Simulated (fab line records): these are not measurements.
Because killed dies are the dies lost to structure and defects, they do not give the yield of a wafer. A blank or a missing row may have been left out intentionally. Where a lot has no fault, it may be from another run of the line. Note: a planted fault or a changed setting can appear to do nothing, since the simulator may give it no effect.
Problem report, 8D (eight disciplines) form, completed by code || flow n5Finfet || the parts of the form that need people (team, actions taken, sign-off) are left out

== 1. WHAT IS WRONG ==
Wafers without a fault read 1500.2 rpm, standard deviation 0.95; spinSpeedRpm at N5_BEOL_M2_COAT_62 reads a mean of 2219.2 rpm on 9 wafers belonging to 3 lots. That is +99 or more standard deviations from the usual mean.
The step: time 60 s, resist thk 12 nm.
First seen on wafer L754.1, day 10 13:19, on lithoTrack-03. Wafers with a number at this step in the record: 27, from 9 lots. Rule for "out", or "out of limits": more than 4 standard deviations from the usual mean. The rest of the wafers with a number are treated as sound.

== 2. WHAT THIS IS AND IS NOT ==
{"question": "which readings at this step", "is": "spinSpeedRpm", "is not": "-"}
{"question": "which lots", "is": "L754, L756, L758", "is not": "L739, L742, L746, L748, L759, L761"}
{"question": "which wafers of those lots", "is": "all that have a number", "is not": "-"}
{"question": "read on which tools", "is": "lithoTrack-03", "is not": "lithoTrack-01, lithoTrack-05"}
{"question": "when", "is": "from day 10 13:19", "is not": "up to then (12 sound wafers); but 6 sound wafers of L759, L761 came after"}

== 3. THE SUSPECTS, EACH WITH WHAT RULES IT OUT ==
Counting: a tool at a process step up to the reading stays a suspect if it ran every lot that is out and no sound lot after the first of them.
- lithoTrack-03 at N5_BEOL_M2_COAT_62 (time 60 s, resist thk 12 nm): kept. It ran every lot that is out, first L754 (day 10 13:19), and no sound lot after that; its last sound lot up to then is L742 (day 7 07:33). On those wafers its own readings are out: spinSpeedRpm.
Left after counting: lithoTrack-03 at N5_BEOL_M2_COAT_62.

== 4. THE CAUSE (what the simulator had put in) ==
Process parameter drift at N5_BEOL_M2_COAT_62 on lithoTrack-03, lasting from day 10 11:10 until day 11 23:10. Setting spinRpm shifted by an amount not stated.
Only this tool survived the counting.

== 5. THE CHAIN OF EFFECTS, in route order ==
Each row: a reading whose mean over the struck wafers that have a number lies more than 3 standard deviations from the usual. Readings are gone through only where the record gives a usual standard deviation; hours: the median, over the lots, of the time from a lot's start at the first step in this table giving one to that lot's start at this step; sigmas: the change measured in usual standard deviations.
{"hours": 0, "step": "N5_BEOL_M2_COAT_62", "reading": "spinSpeedRpm", "usual": "1500.2 rpm", "on struck wafers": 2219.2, "change": "+719.0", "sigmas": "+99 or more"}
{"hours": 0, "step": "N5_BEOL_M2_ETCH_63", "reading": "etchRfOnTimeS", "usual": "25.6 s", "on struck wafers": 21.1, "change": -4.5, "sigmas": -6.1}
Process steps it contains:
- N5_BEOL_M2_COAT_62: time 60 s, resist thk 12 nm.
- N5_BEOL_M2_ETCH_63: etches SiARC in CF4, target depth 15.6 nm, time 26 s.
Later measuring or inspecting steps at which every struck wafer that the step has a row for has a number for every such reading, and none has moved that far: N5_BEOL_M4_RC_MEAS_101.

== 6. WHAT WOULD HAVE CAUGHT IT SOONER ==
First out-of-limits reading in this record: day 10 13:19, which is 2 hours after fault onset at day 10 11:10.
